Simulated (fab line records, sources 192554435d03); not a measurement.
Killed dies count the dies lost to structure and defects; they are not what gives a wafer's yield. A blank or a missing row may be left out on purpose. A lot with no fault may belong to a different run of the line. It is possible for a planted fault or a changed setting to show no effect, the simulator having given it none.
Matching of chambers ; flow n5 finfet ; N5_BEOL_M8_CURE_74 on uv cure-01 has 3 sister chambers
The step cures SiCOH lowk, time 240 s. 6 wafers are shown with their chamber, then 10 later ones without.

EACH WAFER AND ITS CHAMBER
wafer;chamber;wafer_temp_C_max;lamp power pct (%)
L080.3;1;386.3;52.28
L080.5;1;386.2;52.28
L081.3;0;388.1;52.32
L081.6;0;386.9;52.33
L087.1;2;388.1;52.30
L087.4;2;388.3;52.27

WAFERS WHOSE CHAMBER IS MISSING
wafer;wafer_temp_C_max;lamp power pct (%)
L087.5;387.2;52.41
L092.1;387.5;52.34
L092.2;387.6;52.30
L092.6;387.8;52.29
L094.1;386.3;52.24
L094.5;386.5;52.35
L094.6;387.5;52.36
L096.2;387.2;52.16
L096.3;387.3;52.28
L096.5;387.8;52.28

CHAMBER TAKEN BY EACH
wafer;from the rows above;in truth
L087.5;0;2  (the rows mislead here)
L092.1;0;0
L092.2;can't be placed: 2 or 0 or 1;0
L092.6;can't be placed: 2 or 0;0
L094.1;1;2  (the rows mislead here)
L094.5;0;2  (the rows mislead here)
L094.6;0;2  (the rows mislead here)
L096.2;can't be placed: 1 or 2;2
L096.3;can't be placed: 2 or 1 or 0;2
L096.5;2;2
Correct placement for 2 of the 10. Cannot be placed on the basis of these rows: 4; the candidates contain the true chamber in 4. Number placed wrongly: 4.
How it was worked out, from the rows above alone: a wafer's distance from a chamber is the root of the sum, over the readings, of the square of ((its reading less the chamber's mean) divided by the reading's scatter). If the next closest chamber is less than 2 further off than the closest, the wafer can't be placed; otherwise it belongs to the closest. The mean given for a chamber averages the wafers shown for that chamber. The scatter: take each reading less its chamber's mean, square it, sum over the shown wafers, divide by the number of wafers less the number of chambers, and take the root.
